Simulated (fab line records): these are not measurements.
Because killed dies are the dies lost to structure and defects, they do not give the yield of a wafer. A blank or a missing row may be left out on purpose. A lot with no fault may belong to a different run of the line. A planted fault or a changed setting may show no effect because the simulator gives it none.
2 desks, one fault | flow nand_harc | only its own numbers are on each desk; what lay behind them is given at the end

== THE TOOL OWNER'S DESK: arfi_scanner-02 ==
The tool's own readings at NHARC_A_CHANNEL_HOLE_D1_EXPOSE_07 (exposes mask HOLE D1, target cd 100 nm): means of the sampled wafers that have a number, for each lot that ran on this tool. A lot is out of limits, marked OUT, if its mean lies more than 4 standard deviations from the usual mean; the brackets give that distance.
Columns: A = exposure_dose_mJ_cm2 at NHARC_A_CHANNEL_HOLE_D1_EXPOSE_07, usual 59.64
lot  | first seen here | A
L367 | day 10 16:26    | 59.62
L374 | day 13 16:03    | 49.89 (-99 or more) OUT
L376 | day 14 13:49    | 51.89 (-99 or more) OUT
This desk finds L374, L376 out of limits, L374 being first, at day 13 16:03 (exposure_dose_mJ_cm2 at NHARC_A_CHANNEL_HOLE_D1_EXPOSE_07). L367: within limits.

== AT THE METROLOGY DESK ==
What the gauges read, lot by lot, whatever tool the lot ran on: means of the sampled wafers that have a number. A lot is out of limits, marked OUT, if its mean lies more than 4 standard deviations from the usual mean; the brackets give that distance.
Columns: A = thk_nm at NHARC_A_ONON_D1_THK_MEAS_14, usual 1003 nm; B = thk_nm at NHARC_A_ONON_D1_THK_MEAS_27, usual 997 nm; C = cd_nm at NHARC_A_CHANNEL_HOLE_D1_CD_MEAS_10, usual 99.7 nm; D = cd_nm at NHARC_A_CHANNEL_HOLE_D1_CD_MEAS_18, usual 99.4 nm; E = cd_nm at NHARC_A_CHANNEL_HOLE_D1_CD_MEAS_30, usual 89.4 nm
lot  | first seen here | A    | B    | C              | D               | E
L361 | day 8 03:31     | 1008 | 998  | 99.9           | 99.0            | 89.7
L362 | day 8 03:31     | 993  | 1002 | 99.5           | 101.5           | 90.4
L363 | day 8 22:01     | 1034 | 1009 | 99.6           | 101.2           | 89.1
L366 | day 10 01:21    | 1011 | 1015 | 99.6           | 103.2           | 89.6
L367 | day 10 01:21    | 995  | 982  | 99.9           | 98.8            | 91.8
L374 | day 13 02:44    | 1006 | 1002 | 91.6 (-14) OUT | 89.4 (-4.0) OUT | 80.5 (-7.4) OUT
L376 | day 13 21:23    | 996  | 1004 | 93.3 (-11) OUT | 92.0            | 82.9 (-5.4) OUT
L380 | day 15 10:10    | 989  | 991  | 99.5           | 98.1            | 88.6
L383 | day 17 06:46    | 1015 | 995  | 99.9           | 96.7            | 90.0
L384 | day 17 12:21    | 1000 | 1005 | 99.8           | 97.8            | 90.4
This desk finds L374, L376 out of limits, L374 being first, at day 13 16:11 (cd_nm at NHARC_A_CHANNEL_HOLE_D1_CD_MEAS_10). L361, L362, L363, L366, L367, L380, L383, L384: within limits.

== ALL TOGETHER ==
The tool owner's desk could have raised an alarm at day 13 16:03, on L374, L376.
An alarm was possible from the metrology desk at day 13 16:11, on L374, L376.
The lots listed all ran NHARC_A_CHANNEL_HOLE_D1_EXPOSE_07 on arfi_scanner-02.

== WHAT THE SIMULATOR PUT IN ==
Drift in process parameters on arfi_scanner-02 at NHARC_A_CHANNEL_HOLE_D1_EXPOSE_07, starting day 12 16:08. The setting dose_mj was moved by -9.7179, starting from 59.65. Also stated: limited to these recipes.
Struck lots among those shown: L374, L376.
Hours from the fault's start to each desk's first reading out of limits: the tool owner's desk, 24; the metrology desk, 24.
